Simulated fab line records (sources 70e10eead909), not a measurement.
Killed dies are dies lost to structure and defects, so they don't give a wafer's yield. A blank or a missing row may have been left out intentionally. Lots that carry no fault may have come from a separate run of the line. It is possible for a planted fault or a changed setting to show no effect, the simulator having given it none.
What tool caused it? ; flow nand_harc ; 18 wafers from 6 lots sampled at 3 of the route's 1302 steps

## WHAT THE GAUGES SHOWED, per wafer
NHARC_A_BLC_CD_MEAS_10: target cd 100 nm.
lot;measured;on;cd_nm (nm)
L953;day 23 00:14;cd_sem-01;100.6 99.7 100.2
L955;day 23 02:29;cd_sem-01;100.5 100.3 98.8
L960;day 26 19:41;cd_sem-01;121.1 100.0 99.2
L970;day 30 02:19;cd_sem-03;98.5 100.1 99.3
L971;day 30 13:25;cd_sem-03;99.3 99.5 99.8
L975;day 32 08:11;cd_sem-01;100.4 100.1 100.6

## WHICH TOOL RAN EACH LOT (tool, then ch and the chambers of the sampled wafers, then the start)
lot;NHARC_A_CONTACT_ETCH_134;NHARC_A_BLC_PEB_08
L953;har_cap_etch-03 ch 0,1, day 22 18:55;litho_track-06 ch 0, day 23 00:09
L955;har_cap_etch-01 ch 0,1, day 22 21:36;litho_track-01 ch 0, day 23 02:24
L960;har_cap_etch-01 ch 0,1, day 26 14:44;litho_track-01 ch 0, day 26 19:37
L970;har_cap_etch-02 ch 0,1, day 29 20:34;litho_track-01 ch 0, day 30 02:14
L971;har_cap_etch-03 ch 0,1, day 30 08:23;litho_track-01 ch 0, day 30 13:20
L975;har_cap_etch-01 ch 0,1, day 32 03:14;litho_track-04 ch 0, day 32 08:07
- NHARC_A_CONTACT_ETCH_134: etches the open film in C4F8/O2/Ar, time 140 s, target depth 700 nm.
- NHARC_A_BLC_PEB_08: peb time 65 s.

## THE ANSWER, worked out from the rows above alone
Rule: usual is defined by the lots themselves. Put in order of their means at a reading, lots are off if they are a third of the lots or fewer, leave a main group of 4 or more, and stand apart from it by a gap of 3 or more times the standard deviation of the main group's means; of several such gaps the widest counts. The tables above print the reading to a certain number of digits; a main group whose means all agree to those digits is not used. A lot without any number at a reading at which 4 lots or more have one is off too. Any other lot the step has rows for is counted as sound.
Off: L960 (NHARC_A_BLC_CD_MEAS_10, cd_nm). The main group: mean 99.8 nm, standard deviation 0.39.
A tool fits if, at a process step before that reading, it ran every lot that is off, and no sound lot after the first of them. The gauges at NHARC_A_BLC_CD_MEAS_10 are tried like those tools. No candidate that was tried fits.

## WHAT THE SIMULATOR HAD PUT IN
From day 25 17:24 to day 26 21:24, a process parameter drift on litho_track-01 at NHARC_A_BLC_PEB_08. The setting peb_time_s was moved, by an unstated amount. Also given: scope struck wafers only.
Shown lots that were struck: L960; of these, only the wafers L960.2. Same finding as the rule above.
